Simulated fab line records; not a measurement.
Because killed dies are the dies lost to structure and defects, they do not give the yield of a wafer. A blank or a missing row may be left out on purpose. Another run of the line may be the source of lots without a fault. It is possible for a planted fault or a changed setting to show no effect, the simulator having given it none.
Matching of chambers :: flow n5Finfet :: 3 sister chambers for N5_BEOL_M8_ILD_DEP_00 on pecvd-03
The step deposits SiCOH lowk from DEMS/porogen, target thk 179.75 nm, time 33.4 s. 3 wafers are shown with their chamber, then 10 later ones without.

== EACH WAFER AND ITS CHAMBER ==
wafer: L085.1
chamber: 0
throttleValvePct (%): 16.1

wafer: L089.1
chamber: 2
throttleValvePct (%): 14.0

wafer: L089.2
chamber: 1
throttleValvePct (%): 13.3

== WAFERS WITH NO CHAMBER GIVEN ==
wafer: L089.6
throttleValvePct (%): 13.4

wafer: L086.2
throttleValvePct (%): 13.9

wafer: L086.4
throttleValvePct (%): 13.9

wafer: L086.6
throttleValvePct (%): 13.6

wafer: L094.4
throttleValvePct (%): 13.8

wafer: L094.5
throttleValvePct (%): 13.4

wafer: L094.6
throttleValvePct (%): 16.0

wafer: L097.1
throttleValvePct (%): 16.0

wafer: L097.4
throttleValvePct (%): 16.1

wafer: L097.6
throttleValvePct (%): 13.9

== WHICH CHAMBER EACH WENT THROUGH ==
wafer: L089.6
from the rows above: 1
in truth: 1

wafer: L086.2
from the rows above: 2
in truth: 2

wafer: L086.4
from the rows above: 2
in truth: 2

wafer: L086.6
from the rows above: can't be placed: 1 or 2
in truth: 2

wafer: L094.4
from the rows above: 2
in truth: 2

wafer: L094.5
from the rows above: 1
in truth: 1

wafer: L094.6
from the rows above: 0
in truth: 0

wafer: L097.1
from the rows above: 0
in truth: 0

wafer: L097.4
from the rows above: 0
in truth: 0

wafer: L097.6
from the rows above: 2
in truth: 2
9 of 10 placed correctly. Unplaceable from these rows: 1, with the true chamber sitting among the candidates in 1. Wrongly placed: 0.
How it was worked out, from the rows above alone: a wafer's distance from a chamber is the root of the sum, over the readings, of the square of ((its reading less the chamber's mean) divided by the reading's scatter). The wafer belongs to the nearest chamber; if the next one is less than 2 further off, it can't be placed. For every chamber, the mean is computed from those of its wafers that are shown. The scatter: root of mean squared gap, hidden wafer to nearest shown wafer, with one shown wafer a chamber.
